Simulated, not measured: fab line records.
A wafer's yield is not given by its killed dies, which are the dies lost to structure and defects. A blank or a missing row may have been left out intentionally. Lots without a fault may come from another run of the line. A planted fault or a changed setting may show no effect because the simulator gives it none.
Lot-split experiment | flow n5-finfet | 21 wafers read across 7 lots, on a route 1938 steps long

== SPLIT DETAILS ==
At N5_BEOL_M3_COAT_22 (resist thk 30 nm), the setting spin-rpm was moved away from the recipe's 1500 rpm on 8 of the 21 wafers read, by -5.6% to +8.5%. This setting was run at the recipe's value on the other wafers.

== FROM THE SPLIT TO THE READING: what the file shows between them, 4 steps ==
- N5_BEOL_M3_EBR_24
- N5_BEOL_M3_SOFTBAKE_23: time 60 s
- N5_BEOL_M3_EXPOSE_25: exposes mask V2, defocus 5 nm
- N5_BEOL_M3_PEB_26: peb time 60 s

== THE READING ==
CAR-EUV_of_BEOL_M3_COAT_22.thk-nm (the simulator's own value, which no gauge read), in nm, at N5_BEOL_M3_DEVELOP_27 (develop time 30 s). The file gives no usual value for it. Across the 13 wafers here that went through the recipe, the average is 29.5 nm and the standard deviation 0.097 nm.

wafer  | tool, chamber at the split | spin-rpm as run, rpm | against the recipe | CAR-EUV_of_BEOL_M3_COAT_22.thk-nm, nm | against lot-mates on the recipe
L075.1 | litho-track-05, 0          | 1500                 | recipe             | 29.4                                  | -
L075.3 | litho-track-05, 0          | 1416                 | -5.6%              | 30.4                                  | +1.0
L075.5 | litho-track-05, 0          | 1416                 | -5.6%              | 30.2                                  | +0.8
L076.1 | litho-track-04, 0          | 1500                 | recipe             | 29.4                                  | -
L076.2 | litho-track-04, 0          | 1500                 | recipe             | 29.4                                  | -
L076.4 | litho-track-04, 0          | 1500                 | recipe             | 29.6                                  | -
L079.1 | litho-track-03, 0          | 1622                 | +8.1%              | 28.4                                  | -1.2
L079.2 | litho-track-03, 0          | 1622                 | +8.1%              | 28.4                                  | -1.2
L079.4 | litho-track-03, 0          | 1500                 | recipe             | 29.6                                  | -
L084.4 | litho-track-04, 0          | 1500                 | recipe             | 29.6                                  | -
L084.5 | litho-track-04, 0          | 1500                 | recipe             | 29.6                                  | -
L084.6 | litho-track-04, 0          | 1455                 | -3.0%              | 30                                    | +0.4
L088.1 | litho-track-03, 0          | 1500                 | recipe             | 29.6                                  | -
L088.2 | litho-track-03, 0          | 1627                 | +8.5%              | 28.2                                  | -1.4
L088.4 | litho-track-03, 0          | 1627                 | +8.5%              | 28.4                                  | -1.2
L094.1 | litho-track-04, 0          | 1500                 | recipe             | 29.6                                  | -
L094.5 | litho-track-04, 0          | 1500                 | recipe             | 29.4                                  | -
L094.6 | litho-track-04, 0          | 1500                 | recipe             | 29.4                                  | -
L096.1 | litho-track-03, 0          | 1500                 | recipe             | 29.6                                  | -
L096.6 | litho-track-03, 0          | 1500                 | recipe             | 29.6                                  | -
L096.4 | litho-track-03, 0          | 1556                 | +3.7%              | 29                                    | -0.6

FIT RESULTS
A straight line over all 21 wafers: CAR-EUV_of_BEOL_M3_COAT_22.thk-nm changes by -0.141 nm for each +1% of spin-rpm; r = -0.99; the points scatter about the line by 0.094 nm.
The same after taking each lot's own level away (the mean of its wafers on the recipe; 21 wafers): -0.153 nm for each +1%; r = -0.99; scatter 0.074 nm.
Per that fit: largest spin-rpm move, reading shift of 1.3 nm.
The lots' own levels span 29.40 to 29.60 nm, that is 2.1 times the standard deviation above.
Consequently the slope shifts little with the lot-to-lot level, the two slopes agreeing.
Check: for one of the wafers moved furthest among these (+8.5%), held out of the fit, the line's prediction against its lot-mates is -1.26 nm. It came out at -1.4 nm against them.

== THE WHOLE CHAIN: every reading that the file lists as answering this split, in the file's order ==
step                  | what it does      | reading                                                                            | change (the file's fit)               | r (the file's)
N5_BEOL_M3_COAT_22    | resist thk 30 nm  | CAR-EUV_of_BEOL_M3_COAT_22.thk-nm (the simulator's own value, which no gauge read) | -0.144 nm for each +1% of the setting | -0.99
N5_BEOL_M3_DEVELOP_27 | develop time 30 s | CAR-EUV_of_BEOL_M3_COAT_22.thk-nm (the simulator's own value, which no gauge read) | -0.152 nm for each +1% of the setting | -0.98

== FILE'S OWN FIT ==
CAR-EUV_of_BEOL_M3_COAT_22.thk-nm changes by -0.152 nm for each +1% of spin-rpm, r = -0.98.
